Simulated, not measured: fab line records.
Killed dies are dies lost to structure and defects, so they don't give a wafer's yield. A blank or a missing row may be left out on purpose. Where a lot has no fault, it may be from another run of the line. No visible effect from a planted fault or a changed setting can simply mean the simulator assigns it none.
A lot that was struck, set against a sound lot || flow n5 finfet || 15 out of 1938 route steps
Sound: wafers L291.2, L291.4, L291.6. Struck: wafer L297.6. (L297.3 of the same lot was not struck and is left out.) The cause comes at the end.
For every step that has rows: the tool of each side, followed by ch and its chambers, followed by its first start. Under that, the readings that differ: sound wafers || struck wafers || difference of the means || sigmas: that difference in standard deviations of wafers without a fault.
alike: readings with means less than 2 such deviations apart, plus words and numbers identical on both sides. not compared: withheld readings, readings lacking a value on some wafer, bounds such as >300 that could conceal the same value, and numbers that have no deviation in the record and whose values overlap.
A row with sigmas, a row that says differs or no value, or rows on one side alone: a step with any of these is where the two part. When numbers do not overlap yet have no deviation, they are printed without sigmas and do not part them. Lack of a reading on every wafer of one side parts them only where that side has two or more wafers.

first, 9 steps without rows for these wafers: N5_BEOL_M0_SAQP_COAT_69 (time 60 s, resist thk 90 nm); N5_BEOL_M0_SAQP_COAT_72 (time 60 s, resist thk 15 nm); N5_BEOL_M0_SAQP_COAT_87 (time 60 s, resist thk 5 nm); N5_BEOL_M0_SAQP_COAT_34 (resist thk 30 nm); N5_BEOL_M0_SAQP_EBR_36; N5_BEOL_M0_SAQP_SOFTBAKE_35 (time 60 s); N5_BEOL_M0_SAQP_EXPOSE_37 (exposes mask M0 CUT1, target cd 30 nm); N5_BEOL_M0_SAQP_PEB_38 (peb time 60 s); N5_BEOL_M0_SAQP_DEVELOP_39 (develop time 30 s).
N5_BEOL_M0_SAQP_CD_MEAS_40: the cd target is 30 nm.
  sound on cd sem-01 ch 0, day 6 08:14; struck on cd sem-02 ch 0, day 7 18:43
  alike: cd nm
N5_BEOL_M0_SAQP_OVL_MEAS_41:
  sound on overlay-02 ch 0, day 6 08:16; struck on overlay-02 ch 0, day 7 18:45
{"reading": "M0_CUT1_OVL (nm)", "sound": "0.8 1.6 1.1", "struck": -0.6, "difference": -1.8, "sigmas": -3}
N5_BEOL_M0_SAQP_INSPECT_42: inspects for defects (brightfield).
  struck on defect inspect-01, day 7 18:48; sound on defect inspect-01, day 6 08:20
{"reading": "raw defect count", "sound": "393 527 444", "struck": 232, "difference": -223, "sigmas": -2}
N5_BEOL_M0_SAQP_DESCUM_45: chemistry O2, time 7 s.
  sound on rie diel-02 ch 0,1,2, day 6 08:25; struck on rie diel-04 ch 3, day 7 18:54
{"reading": "model.CAR-EUV_of_BEOL_M0_SAQP_COAT_34.thk nm (nm)", "sound": "26.2 26.2 26.2", "struck": 25.4, "difference": -0.8, "sigmas": ""}
  alike: drypump motor current A, o2 flow sccm, oes product au, rf fwd power W, rf vpp V, showerhead plenum p Torr, throttle valve pct
  not compared: rf hours counter h
N5_BEOL_M0_SAQP_ETCH_88: etches underlayer in N2/H2, target depth 6.5 nm, time 5.2 s.
  sound on rie diel-02 ch 0,1,2, day 6 08:26; struck on rie diel-04 ch 3, day 7 18:56
{"reading": "n2 flow sccm (sccm)", "sound": "199.7 200.2 201.0", "struck": 198.6, "difference": -1.7, "sigmas": -3}
  alike: drypump motor current A, etch rf on time s, h2 flow sccm, oes product au, rf fwd power W, rf vpp V, showerhead plenum p Torr, throttle valve pct
  not compared: rf hours counter h
-- here the record skips 4 days between the struck wafers' starts before and after, leaving off in module BEOL_M0_SAQP and picking up in module BEOL_M4 (first step shown: number 1111 of the route) --
N5_BEOL_M4_RC_MEAS_101:
  sound on prober-01 ch 0, day 8 20:02; struck on prober-01 ch 0, day 11 08:14
  alike: DIBL_N, DIBL_P, IOFF_N, IOFF_P, ION_N, ION_P, SS_N, SS_P, VT_N, VT_P

## WHERE THEY PART
Earliest at N5_BEOL_M0_SAQP_OVL_MEAS_41; latest, in this record, at N5_BEOL_M0_SAQP_ETCH_88. Later steps at which nothing parts them and some readings are alike: N5_BEOL_M4_RC_MEAS_101.

WHY: what had been put in by the simulator
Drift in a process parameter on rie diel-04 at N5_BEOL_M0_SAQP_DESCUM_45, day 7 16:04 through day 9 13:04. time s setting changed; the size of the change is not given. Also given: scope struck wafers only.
